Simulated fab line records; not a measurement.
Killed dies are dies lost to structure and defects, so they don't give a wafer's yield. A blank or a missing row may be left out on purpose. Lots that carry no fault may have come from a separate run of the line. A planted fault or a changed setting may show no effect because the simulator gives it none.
fab line records | flow n5-finfet
record lots=13 | wafers=36 | last-day=17
route steps=1938 shown BEOL_M7@1276 PASSIVATION@1936
lots with no fault: from the same line, run without faults
start-h: hours from the record's first day to the start of the lot's first wafer shown | wait-h: hours from the lot's prior step to this one | " the same as in the row above | L1.1+2: one row covering several wafers at once | - either no value or no given start | * or withheld: withheld | < > ~ a bound
route shown NAME@n: a module of which the file shows steps, and the number in the route of the first | usual: average and standard deviation across the fault-free wafers | same: alike in all rows | chamber/n: place in a boat | sites: per-site readings | _std_site: how widely they spread, as a standard deviation | _edge_site: inner sites' mean taken away from outer sites' mean | radius-mm: how far each site lies from the wafer's centre | mask NAME#n: copy n | behind: tool/chamber where the wafer was last shaped | hold: why the lot was held/for how many hours/how that ended | device: whichever transistor did not switch (one of n, p or np) | end of line: at the end of the route, the tests of the same wafers | a step given without rows: its recipe and nothing more | killed: dies that structure and defects cost at the first sort, which is not the same as the wafer's yield | map: the dies of a wafer, with x for killed, . for not killed, _ for no die there
set.NAME: the run value of the setting; set.NAME@STEP: its run value at that earlier step | model.NAME: the simulator's own value behind a step, which no gauge read
route steps across a sampled set of lots; one table per step, one row per wafer
## steps
# step N5_BEOL_M7_CD_MEAS_11
# recipe target-cd-nm=38.5 | landing-energy-ev=500 | detector=se-inlens | polarity=opening
# usual cd-nm=38.3/0.67
lot.wafer | tool      | chamber | start-h | wait-h | cd-nm
L358.2    | cd-sem-01 | 0       | 200.90  | -      | 37.4
L358.5    | "         | 0       | "       | "      | 37.3
L360.1    | cd-sem-02 | 0       | 203.97  | -      | 38.3
L360.4    | "         | 0       | "       | "      | 38.8
L360.6    | "         | 0       | "       | "      | 36.8
L361.1    | cd-sem-03 | 0       | 223.00  | -      | 39.2
L361.4    | "         | 0       | "       | "      | 37.9
L361.5    | "         | 0       | "       | "      | 39.2
L362.1    | cd-sem-01 | 0       | 223.04  | -      | 37.8
L362.2    | "         | 0       | "       | "      | 37.6
L362.3    | "         | 0       | "       | "      | 37.8
L363.2    | cd-sem-03 | 0       | 231.77  | -      | 37.0
L363.4    | "         | 0       | "       | "      | 38.1
L363.6    | "         | 0       | "       | "      | 37.2
L367.1    | cd-sem-03 | 0       | 248.62  | -      | 38.9
L367.5    | "         | 0       | "       | "      | 39.7
L369.3    | cd-sem-02 | 0       | 267.99  | -      | 37.8
L369.4    | "         | 0       | "       | "      | 38.5
L369.5    | "         | 0       | "       | "      | 38.0
L370.3    | cd-sem-03 | 0       | 281.09  | -      | 38.5
L370.4    | "         | 0       | "       | "      | 38.1
L370.6    | "         | 0       | "       | "      | 38.8
L373.4    | cd-sem-03 | 0       | 291.22  | -      | 37.9
L373.6    | "         | 0       | "       | "      | 37.4
L375.1    | cd-sem-03 | 0       | 295.36  | -      | 38.5
L375.3    | "         | 0       | "       | "      | 38.1
L375.6    | "         | 0       | "       | "      | 38.0
L376.2    | cd-sem-01 | 0       | 295.76  | -      | 37.9
L376.4    | "         | 0       | "       | "      | 38.1
L376.5    | "         | 0       | "       | "      | 37.8
L377.2    | cd-sem-01 | 0       | 314.84  | -      | 37.9
L377.3    | "         | 0       | "       | "      | 39.4
L377.5    | "         | 0       | "       | "      | 37.6
L381.1    | cd-sem-01 | 0       | 336.72  | -      | 38.6
L381.2    | "         | 0       | "       | "      | 39.0
L381.3    | "         | 0       | "       | "      | 39.0
# step N5_BEOL_M7_OVL_MEAS_12
# recipe points-per-wafer=44
# usual M7_OVL=-0.1/0.81
lot.wafer | tool       | chamber | start-h | wait-h | M7_OVL[nm]
L358.2    | overlay-02 | 0       | 200.93  | 0.0    | 0.7
L358.5    | "          | 0       | "       | "      | -0.3
L360.1    | overlay-02 | 0       | 204.00  | 0.0    | -0.6
L360.4    | "          | 0       | "       | "      | -1.6
L360.6    | "          | 0       | "       | "      | -1.1
L361.1    | overlay-02 | 0       | 223.07  | 0.1    | 0.2
L361.4    | "          | 0       | "       | "      | 1.5
L361.5    | "          | 0       | "       | "      | 0.3
L362.1    | overlay-02 | 0       | 223.07  | 0.0    | 0.2
L362.2    | "          | 0       | "       | "      | 0.1
L362.3    | "          | 0       | "       | "      | -0.1
L363.2    | overlay-02 | 0       | 231.80  | 0.0    | -0.6
L363.4    | "          | 0       | "       | "      | -0.2
L363.6    | "          | 0       | "       | "      | -0.4
L367.1    | overlay-02 | 0       | 248.65  | 0.0    | -0.7
L367.5    | "          | 0       | "       | "      | -0.4
L369.3    | overlay-02 | 0       | 268.02  | 0.0    | 1.2
L369.4    | "          | 0       | "       | "      | -1.0
L369.5    | "          | 0       | "       | "      | 1.1
L370.3    | overlay-02 | 0       | 281.12  | 0.0    | -1.3
L370.4    | "          | 0       | "       | "      | 0.1
L370.6    | "          | 0       | "       | "      | 0.4
L373.4    | overlay-02 | 0       | 291.25  | 0.0    | 0.4
L373.6    | "          | 0       | "       | "      | -0.7
L375.1    | overlay-01 | 0       | 295.39  | 0.0    | -0.5
L375.3    | "          | 0       | "       | "      | -0.2
L375.6    | "          | 0       | "       | "      | -1.2
L376.2    | overlay-01 | 0       | 295.79  | 0.0    | 0.9
L376.4    | "          | 0       | "       | "      | 0.9
L376.5    | "          | 0       | "       | "      | 0.8
L377.2    | overlay-02 | 0       | 314.87  | 0.0    | -0.6
L377.3    | "          | 0       | "       | "      | -0.8
L377.5    | "          | 0       | "       | "      | -1.4
L381.1    | overlay-02 | 0       | 336.75  | 0.0    | -0.3
L381.2    | "          | 0       | "       | "      | 0.8
L381.3    | "          | 0       | "       | "      | 0.2
# step N5_BEOL_M7_CD_MEAS_18
# recipe pitch-nm=80 | target-cd-nm=40
# usual cd-nm=39.7/0.82
lot.wafer | tool      | chamber | start-h | wait-h | cd-nm
L358.2    | cd-sem-01 | -       | 201.45  | 0.1    | 38.4
L358.5    | "         | -       | "       | "      | 38.7
L360.1    | cd-sem-02 | -       | 204.70  | 0.0    | 39.4
L360.4    | "         | -       | "       | "      | 39.9
L360.6    | "         | -       | "       | "      | 37.9
L361.1    | cd-sem-01 | -       | 223.78  | 0.0    | 40.9
L361.4    | "         | -       | "       | "      | 39.2
L361.5    | "         | -       | "       | "      | 40.5
L362.1    | cd-sem-03 | -       | 223.84  | 0.0    | 38.7
L362.2    | "         | -       | "       | "      | 38.9
L362.3    | "         | -       | "       | "      | 39.4
L363.2    | cd-sem-03 | -       | 232.41  | 0.1    | 38.5
L363.4    | "         | -       | "       | "      | 39.5
L363.6    | "         | -       | "       | "      | 38.6
L367.1    | cd-sem-01 | -       | 249.17  | 0.0    | 40.3
L367.5    | "         | -       | "       | "      | 41.0
L369.3    | cd-sem-01 | -       | 270.37  | 0.1    | 39.2
L369.4    | "         | -       | "       | "      | 39.4
L369.5    | "         | -       | "       | "      | 40.0
L370.3    | cd-sem-01 | -       | 281.71  | 0.1    | 39.7
L370.4    | "         | -       | "       | "      | 39.4
L370.6    | "         | -       | "       | "      | 40.2
L373.4    | cd-sem-03 | -       | 291.99  | 0.1    | 39.2
L373.6    | "         | -       | "       | "      | 38.2
L375.1    | cd-sem-01 | -       | 295.97  | 0.0    | 39.3
L375.3    | "         | -       | "       | "      | 39.4
L375.6    | "         | -       | "       | "      | 39.5
L376.2    | cd-sem-03 | -       | 296.77  | 0.1    | 39.7
L376.4    | "         | -       | "       | "      | 40.3
L376.5    | "         | -       | "       | "      | 38.9
L377.2    | cd-sem-01 | -       | 315.54  | 0.1    | 39.9
L377.3    | "         | -       | "       | "      | 41.1
L377.5    | "         | -       | "       | "      | 39.5
L381.1    | cd-sem-02 | -       | 337.27  | 0.0    | 39.4
L381.2    | "         | -       | "       | "      | 40.2
L381.3    | "         | -       | "       | "      | 40.4
# step N5_BEOL_M7_COAT_63
# recipe resist=SOC | temp-c=250 | time-s=60 | spin-rpm=1500 | resist-thk-nm=60
# usual dispense-pressure-kPa=50.9/2.7 | plate-temp-C=250.05/0.18 | spin-speed-rpm=1500.1/0.95
lot.wafer | tool           | chamber | start-h | wait-h | dispense-pressure-kPa | plate-temp-C | spin-speed-rpm
L358.2    | litho-track-03 | 0       | 202.78  | 1.3    | 47.5                  | 250.11       | 1499.4
L358.5    | "              | 0       | "       | "      | 47.4                  | 249.95       | 1501.0
L360.1    | litho-track-04 | 0       | 204.78  | 0.1    | 52.9                  | 250.07       | 1501.8
L360.4    | "              | 0       | "       | "      | 52.9                  | 250.41       | 1500.4
L360.6    | "              | 0       | "       | "      | 52.9                  | 250.27       | 1502.0
L361.1    | litho-track-04 | 0       | 223.82  | 0.0    | 52.9                  | 250.16       | 1500.4
L361.4    | "              | 0       | "       | "      | 52.8                  | 249.96       | 1499.9
L361.5    | "              | 0       | "       | "      | 52.9                  | 250.00       | 1498.8
L362.1    | litho-track-05 | 0       | 223.88  | 0.0    | 53.5                  | 250.28       | 1499.1
L362.2    | "              | 0       | "       | "      | 53.4                  | 250.05       | 1500.4
L362.3    | "              | 0       | "       | "      | 53.4                  | 249.93       | 1499.1
L363.2    | litho-track-04 | 0       | 234.02  | 1.6    | 52.8                  | 249.83       | 1501.3
L363.4    | "              | 0       | "       | "      | 52.9                  | 249.78       | 1500.8
L363.6    | "              | 0       | "       | "      | 52.9                  | 250.00       | 1500.1
L367.1    | litho-track-04 | 0       | 249.72  | 0.5    | 52.8                  | 249.93       | 1501.1
L367.5    | "              | 0       | "       | "      | 52.8                  | 249.79       | 1500.6
L369.3    | litho-track-03 | 0       | 270.42  | 0.0    | 47.4                  | 249.89       | 1499.5
L369.4    | "              | 0       | "       | "      | 47.4                  | 249.81       | 1499.9
L369.5    | "              | 0       | "       | "      | 47.4                  | 249.88       | 1500.0
L370.3    | litho-track-04 | 0       | 284.67  | 3.0    | 52.9                  | 249.73       | 1500.6
L370.4    | "              | 0       | "       | "      | 52.9                  | 250.03       | 1500.4
L370.6    | "              | 0       | "       | "      | 52.9                  | 249.92       | 1501.1
L373.4    | litho-track-03 | 0       | 292.03  | 0.0    | 47.4                  | 250.31       | 1499.5
L373.6    | "              | 0       | "       | "      | 47.4                  | 250.32       | 1500.4
L375.1    | litho-track-04 | 0       | 296.63  | 0.7    | 52.9                  | 250.03       | 1498.1
L375.3    | "              | 0       | "       | "      | 52.9                  | 249.80       | 1499.9
L375.6    | "              | 0       | "       | "      | 52.9                  | 249.83       | 1498.7
L376.2    | litho-track-05 | 0       | 296.84  | 0.1    | 53.4                  | 250.12       | 1396.1
L376.4    | "              | 0       | "       | "      | 53.4                  | 250.23       | 1395.7
L376.5    | "              | 0       | "       | "      | 53.5                  | 250.09       | 1396.5
L377.2    | litho-track-05 | 0       | 316.26  | 0.7    | 53.4                  | 250.03       | 1394.3
L377.3    | "              | 0       | "       | "      | 53.4                  | 250.18       | 1394.6
L377.5    | "              | 0       | "       | "      | 53.4                  | 250.30       | 1393.3
L381.1    | litho-track-03 | 0       | 338.41  | 1.1    | 47.4                  | 250.03       | 1501.3
L381.2    | "              | 0       | "       | "      | 47.4                  | 250.00       | 1500.7
L381.3    | "              | 0       | "       | "      | 47.4                  | 250.16       | 1499.7
# step N5_PASSIVATION_PROBE_49
# usual defect-limited-yield=91.1/1.4 | killed_at_M0_to_M3=36/9.9 | killed_at_M4_up=13/5.8 | killed-at-contacts=14/5.9 | killed-at-front-end=39/11 | killed-at-other=3.4/2.9 | killed-dies=105/17 | killed-open=70/13 | killed-short=34/7.3 | sort_bin_4_leakage=0.00/0.0072 | sort_bin_5_function=5.3/1 | sort_bin_6_memory=3.3/0.62 | sort_bin_8_speed=0.01/0.057 | sort-n-pass=1075/17
# same gross-dies=1180 | killed-at-back-side=0
lot.wafer | tool      | chamber | start-h | wait-h | defect-limited-yield[%] | killed_at_M0_to_M3 | killed_at_M4_up | killed-at-contacts | killed-at-front-end | killed-at-other | killed-dies | killed-open | killed-short | sort_bin_4_leakage[%] | sort_bin_5_function[%] | sort_bin_6_memory[%] | sort_bin_8_speed[%] | sort-n-pass
L375.3    | prober-02 | -       | 385.80  | 0.1    | 92.0                    | 23                 | 10              | 17                 | 41                  | 3               | 94          | 68          | 24           | 0                     | 4.2                    | 3.6                  | 0                   | 1086
L375.6    | prober-02 | -       | 385.95  | 0.3    | 93.7                    | 17                 | 11              | 9                  | 30                  | 7               | 74          | 55          | 16           | 0                     | 3.6                    | 2.5                  | 0                   | 1106
L376.5    | prober-01 | -       | 390.85  | 0.2    | 90.3                    | 38                 | 8               | 8                  | 60                  | 1               | 115         | 68          | 43           | 0                     | 4.7                    | 4.6                  | 0                   | 1065
L377.2    | prober-01 | -       | 399.43  | 0.1    | 89.8                    | 42                 | 15              | 9                  | 52                  | 2               | 120         | 75          | 42           | 0                     | 6.3                    | 3.6                  | 0                   | 1060
L377.3    | prober-01 | -       | 399.48  | 0.1    | 89.2                    | 44                 | 21              | 11                 | 52                  | 0               | 128         | 85          | 39           | 0                     | 6.4                    | 4.1                  | 0                   | 1052
L377.5    | prober-01 | -       | 399.58  | 0.2    | 86.3                    | 45                 | 35              | 14                 | 63                  | 5               | 162         | 104         | 45           | 0                     | 8.6                    | 3.8                  | 0                   | 1018
# killed by level:class
L375.3 MOL_CONTACT_COAG:geometric-particle:open=14 STI_FIN_REVEAL:geometric-particle:open=12 FIN_SAQP:geometric-particle:open=7 BEOL_M1:geometric-particle:open=6 BEOL_M2:geometric-particle:open=5 DUMMY_GATE:geometric-particle:open=4 GATE_CUT:geometric-particle:open=4 STI_FIN_REVEAL:geometric-particle:short=3
L375.6 FIN_SAQP:geometric-particle:open=12 MOL_CONTACT_COAG:geometric-particle:open=8 STI_FIN_REVEAL:geometric-particle:open=7 BEOL_M0_SAQP:geometric-particle:short=5 BEOL_M0_SAQP:geometric-particle:open=4 BEOL_M3:geometric-particle:open=3 BEOL_M4:geometric-particle:open=3 BEOL_M2:geometric-particle:open=3
L376.5 FIN_SAQP:geometric-particle:short=20 STI_FIN_REVEAL:geometric-particle:open=11 BEOL_M0_SAQP:geometric-particle:open=10 BEOL_M1:geometric-particle:open=8 MOL_CONTACT_COAG:geometric-particle:open=7 GATE_CUT:geometric-particle:short=6 BEOL_M3:geometric-particle:open=6 STARTING-WAFER:geometric-particle:open=5
L377.2 FIN_SAQP:geometric-particle:short=16 FIN_SAQP:geometric-particle:open=11 BEOL_M3:geometric-particle:open=10 STI_FIN_REVEAL:geometric-particle:open=9 BEOL_M2:geometric-particle:open=8 BEOL_M0_SAQP:geometric-particle:open=8 MOL_CONTACT_COAG:geometric-particle:open=7 BEOL_M0_SAQP:geometric-particle:short=6
L377.3 FIN_SAQP:geometric-particle:open=14 BEOL_M2:geometric-particle:open=12 BEOL_M3:geometric-particle:open=11 BEOL_M4:geometric-particle:open=11 STI_FIN_REVEAL:geometric-particle:open=8 MOL_CONTACT_COAG:geometric-particle:open=7 FIN_SAQP:geometric-particle:short=6 BEOL_M0_SAQP:geometric-particle:short=6
L377.5 BEOL_M4:geometric-particle:open=22 BEOL_M2:geometric-particle:open=15 FIN_SAQP:geometric-particle:open=14 BEOL_M3:geometric-particle:open=11 HKMG_FIN:area-etch=10 FIN_SAQP:geometric-particle:short=9 MOL_CONTACT_COAG:geometric-particle:open=9 STI_FIN_REVEAL:geometric-particle:open=7
## key
first-sign step=N5_BEOL_M7_COAT_63 | reading=spin-speed-rpm | direction=down | sigmas=99+ | usual=* | struck=*
effect none on later readings
met-at N5_BEOL_M7_COAT_63
struck-lots L376,L377
baseline-loss step=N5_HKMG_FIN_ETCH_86 | wafers=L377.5
not-acting-at N5_BEOL_M7_CD_MEAS_11,N5_BEOL_M7_OVL_MEAS_12,N5_BEOL_M7_CD_MEAS_18
onset-between 223.88 296.84
fault kind=process-parameter-drift | tool=litho-track-05 | chamber=- | onset-h=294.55 | steps=N5_BEOL_M7_COAT_63 | channel=spin-rpm | offset=* | shape=step | end-h=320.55 | acts-in=* | stated=*
# baseline-loss: these wafers lose ten dies or more at that step, a loss of the line's own and not of a fault; the sort's usual values leave them out
